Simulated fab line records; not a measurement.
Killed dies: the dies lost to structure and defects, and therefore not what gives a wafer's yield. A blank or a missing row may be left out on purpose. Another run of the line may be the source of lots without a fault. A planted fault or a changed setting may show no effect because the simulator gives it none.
Matching of chambers -- flow n5 finfet -- N5_BEOL_M12_ILD_DEP_00 on pecvd-04: 3 sister chambers
The step deposits SiOC from DEMS/O2, target thk 658.92 nm, time 130.7 s. 3 wafers are shown with their chamber, then 8 later ones without.

WAFERS PAIRED WITH THEIR CHAMBERS
wafer,chamber,throttle valve pct (%)
L087.3,1,11.9
L087.5,0,12.5
L090.1,2,12.2

WAFERS WITH NO CHAMBER GIVEN
wafer,throttle valve pct (%)
L090.3,12.5
L090.5,11.9
L095.2,12.1
L095.5,12.5
L095.6,11.9
L094.3,12.6
L094.4,11.9
L094.6,12.2

WHICH CHAMBER EACH ONE RAN IN
wafer,from the rows above,in truth
L090.3,0,0
L090.5,1,1
L095.2,2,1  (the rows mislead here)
L095.5,0,0
L095.6,1,1
L094.3,0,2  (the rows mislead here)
L094.4,1,1
L094.6,2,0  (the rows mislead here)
Correctly placed: 5 of 8. From these rows, 0 cannot be placed. Wrongly placed: 3.
How it was worked out, from the rows above alone: a wafer's distance from a chamber is the root of the sum, over the readings, of the square of ((its reading less the chamber's mean) divided by the reading's scatter). If the next closest chamber is less than 2 further off than the closest, the wafer can't be placed; otherwise it belongs to the closest. For every chamber, the mean is computed from those of its wafers that are shown. The scatter: with one shown wafer a chamber, the root of the mean of the squares of how far each hidden wafer lies from its nearest shown one.
